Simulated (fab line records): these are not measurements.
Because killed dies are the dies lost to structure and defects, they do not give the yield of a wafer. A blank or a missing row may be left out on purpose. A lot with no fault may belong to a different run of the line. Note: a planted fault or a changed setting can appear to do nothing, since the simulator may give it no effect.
One fault through the eyes of 2 desks + flow n5 finfet + only its own numbers are on each desk; what lay behind them is given at the end

## METROLOGY DESK
What the gauges read, lot by lot, whatever tool the lot ran on: means of the sampled wafers that have a number. If a lot's mean is further than 4 standard deviations from the usual mean, the lot is out of limits and carries the mark OUT (the distance appears in the brackets).
Columns: A = M5_OVL at N5_BEOL_M5_OVL_MEAS_12, usual -0.6 nm
| lot  | first seen here | A    |
|------|-----------------|------|
| L949 | day 9 02:04     | -0.5 |
| L954 | day 9 18:03     | -1.2 |
| L955 | day 9 18:25     | -0.0 |
| L957 | day 9 21:22     | -0.2 |
| L956 | day 10 03:48    | -1.9 |
| L958 | day 10 17:13    | -0.8 |
| L960 | day 11 15:17    | -0.3 |
| L965 | day 12 09:49    | -0.3 |
| L967 | day 12 18:57    | -0.1 |
| L969 | day 13 22:13    | -1.8 |
| L970 | day 14 04:10    | -0.3 |
| L972 | day 14 07:53    | -1.0 |
This desk found nothing out of limits on any of the 12 lots.

## TOOL OWNER'S DESK, litho track-04
The tool's own readings at N5_BEOL_M5_COAT_74 (time 60 s, resist thk 5 nm): means of the sampled wafers that have a number, for each lot that ran on this tool. If a lot's mean is further than 4 standard deviations from the usual mean, the lot is out of limits and carries the mark OUT (the distance appears in the brackets).
Columns: A = heater power total W at N5_BEOL_M5_COAT_74, usual 391.4 W; B = plate temp C at N5_BEOL_M5_COAT_74, usual 204.99 C
| lot  | first seen here | A     | B                |
|------|-----------------|-------|------------------|
| L954 | day 9 19:43     | 391.3 | 204.76           |
| L955 | day 9 19:50     | 391.0 | 205.04           |
| L960 | day 11 15:59    | 391.6 | 204.76           |
| L967 | day 12 19:50    | 387.6 | 203.11 (-10) OUT |
| L969 | day 13 23:16    | 387.4 | 202.76 (-12) OUT |
This desk's finding: out of limits on L967, L969; first on L967, day 12 19:50 (plate temp C at N5_BEOL_M5_COAT_74). L954, L955, L960: within limits.

## PUT TOGETHER
An alarm could have come from the tool owner's desk at day 12 19:50, on L967, L969.
The metrology desk saw nothing out of limits.
The metrology desk has L967, L969 on record, within its limits.
N5_BEOL_M5_COAT_74 was run on litho track-04 by each of the lots named.

## WHAT WAS PUT IN BY THE SIMULATOR
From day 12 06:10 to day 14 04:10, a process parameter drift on litho track-04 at N5_BEOL_M5_COAT_74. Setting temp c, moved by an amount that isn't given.
Struck lots among those shown: L967, L969.
Hours from the fault's start to each desk's first reading out of limits: the tool owner's desk, 14.
